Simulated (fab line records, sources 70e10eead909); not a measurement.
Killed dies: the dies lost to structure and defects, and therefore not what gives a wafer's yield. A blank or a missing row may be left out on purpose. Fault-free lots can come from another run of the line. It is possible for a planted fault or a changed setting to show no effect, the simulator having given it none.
Chamber matching    flow nandHarc    rieDiel-04 running NHARC_A_STAIRCASE_DESCUM_252: 4 sister chambers
The step chemistry O2, time 3 s. 4 wafers are shown with their chamber, then 12 later ones without.

== WAFERS PAIRED WITH THEIR CHAMBERS ==
wafer   chamber  showerheadPlenumPTorr (Torr)
L086.1  1        1.79
L086.2  3        1.95
L087.1  0        1.98
L087.5  2        1.90

== WAFERS WITH NO CHAMBER GIVEN ==
wafer   showerheadPlenumPTorr (Torr)
L089.3  1.90
L089.4  1.94
L089.5  1.94
L088.2  1.94
L088.3  1.90
L088.4  1.98
L091.1  1.79
L091.3  1.90
L091.4  1.94
L093.1  1.97
L093.4  1.79
L093.6  1.79

== WHICH CHAMBER EACH ONE RAN IN ==
wafer   from the rows above      in truth
L089.3  2                        2
L089.4  3                        3
L089.5  3                        3
L088.2  3                        3
L088.3  2                        2
L088.4  0                        0
L091.1  1                        1
L091.3  2                        2
L091.4  3                        3
L093.1  can't be placed: 0 or 3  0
L093.4  1                        1
L093.6  1                        1
Correct placement for 11 of the 12. From these rows, 1 cannot be placed; in 1 the true chamber is one of the candidates. Number placed wrongly: 0.
How it was worked out, from the rows above alone: a wafer's distance from a chamber is the root of the sum, over the readings, of the square of ((its reading less the chamber's mean) divided by the reading's scatter). The wafer belongs to the nearest chamber; if the next one is less than 2 further off, it can't be placed. For every chamber, the mean is computed from those of its wafers that are shown. The scatter: root of mean squared gap, hidden wafer to nearest shown wafer, with one shown wafer a chamber.
